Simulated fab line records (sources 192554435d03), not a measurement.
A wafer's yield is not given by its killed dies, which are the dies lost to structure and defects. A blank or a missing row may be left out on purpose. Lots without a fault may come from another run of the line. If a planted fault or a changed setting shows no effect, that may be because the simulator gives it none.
8D (eight disciplines) problem report, filled in by code    flow n5 finfet    the parts of the form that need people (team, actions taken, sign-off) are left out

1. WHAT IS WRONG
killed_at_M4_up at N5_PASSIVATION_PROBE_49 reads a mean of 66 on 2 wafers of 1 lot; wafers without a fault read 13 with a standard deviation of 5.2. That puts it +10 standard deviations away from the usual mean.
First seen on wafer L138.1, day 14 09:40, on prober-02. The record holds 3 wafers of 1 lot with a number at this step. Rule for "out" (also "out of limits"): further than 4 standard deviations from the usual mean. Any other wafer with a number is counted as sound.

2. WHAT IT IS, WHAT IT ISN'T
question                     is                 is not
which readings at this step  killed_at_M4_up    killed_at_M0_to_M3, killed at contacts, killed at front end, killed at other, killed open, killed short, sort_bin_6_memory
which lots                   L138               -
which wafers of those lots   L138.1, L138.5     L138.6
read on which tools          prober-02          -
when                         from day 14 09:40  up to then (0 sound wafers); but 1 sound wafer of L138 came after

3. THE SUSPECTS, EACH WITH WHAT RULES IT OUT
Counting: a tool at a process step up to the reading stays a suspect if it ran every lot that is out. Sound lots after the first of them don't rule it out here, since some wafers of a struck lot are sound.
- rie diel-03 at N5_BEOL_M6_ETCH_62 (etches SOC in N2/H2, target depth 110 nm, overetch 22 nm, time 165 s): kept. It ran the lot that is out, L138 (day 10 20:03).
- rie metal-03 at N5_BEOL_M6_HM_OPEN_17 (chemistry Cl2/BCl3, target TiN, target depth 20 nm, overetch 6 nm): kept. It ran the lot that is out, L138 (day 10 20:14).
- rie diel-04 at N5_BEOL_M6_ETCH_66 (etches SOC in N2/H2, target depth 80 nm, overetch 16 nm, time 120 s): kept. It ran the lot that is out, L138 (day 10 21:05).
- rie diel-04 at N5_BEOL_M6_STRIP_80 (strips in N2/H2, time 10 s): kept. It ran the lot that is out, L138 (day 14 09:40). With no start given for some of its lots, N5_BEOL_M6_STRIP_80 uses the hours and lot order of N5_PASSIVATION_PROBE_49.
- prober-02 at N5_PASSIVATION_PROBE_49: kept. It ran the lot that is out, L138 (day 14 09:40). Out on those wafers are its own readings of killed_at_M4_up.
- Within rie diel-03 at N5_BEOL_M6_ETCH_62: the wafers that are out ran in chambers 1, 3; their sound lot-mates ran in chamber 2.
- Within rie metal-03 at N5_BEOL_M6_HM_OPEN_17, the wafers that are out were processed in chamber 1 and their sound lot-mates in chamber 0.
- Within rie diel-04 at N5_BEOL_M6_ETCH_66: the wafers that are out ran in chambers 1, 2; their sound lot-mates ran in chamber 3.
- Within rie diel-04 at N5_BEOL_M6_STRIP_80: the wafers that are out ran in chambers 1, 2; their sound lot-mates ran in chamber 3.
Left after counting: rie diel-03 at N5_BEOL_M6_ETCH_62, rie metal-03 at N5_BEOL_M6_HM_OPEN_17, rie diel-04 at N5_BEOL_M6_ETCH_66, rie diel-04 at N5_BEOL_M6_STRIP_80, prober-02 at N5_PASSIVATION_PROBE_49.

4. THE CAUSE (what the simulator had put in)
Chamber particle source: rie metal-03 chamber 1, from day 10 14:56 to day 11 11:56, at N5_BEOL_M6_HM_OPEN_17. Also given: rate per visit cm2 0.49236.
After counting, 5 suspects remain, this tool included.

5. SEQUENCE OF EFFECTS, ordered by route
Each row: a reading whose mean over the struck wafers that have a number lies more than 3 standard deviations from the usual. Scope: only readings with a usual standard deviation given in the record; hours: median across lots of the time from each lot's start at the first step in this table that gives one to its start at this step; sigmas: change in usual standard deviations.
hours  step                     reading           usual  on struck wafers  change  sigmas
0      N5_BEOL_M6_INSPECT_30    raw defect count  417    733               +316    +3.3
85     N5_PASSIVATION_PROBE_49  killed_at_M4_up   13     66                +52     +10
Its process steps:
- N5_PASSIVATION_PROBE_49

6. HOW IT WOULD HAVE BEEN CAUGHT EARLIER
In this record the first reading out of limits was taken at day 14 09:40, 91 hours after the fault began at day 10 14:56.
No tool reading at N5_BEOL_M6_HM_OPEN_17 that has a usual standard deviation in the record was out on any struck wafer, so an alarm limit of 4 standard deviations on those readings would not have fired.
By day 14 09:40 the whole set of lots that are out, 1 in number, had already begun N5_BEOL_M6_HM_OPEN_17 on rie metal-03. A hold on the tool at that time would have spared none of them.
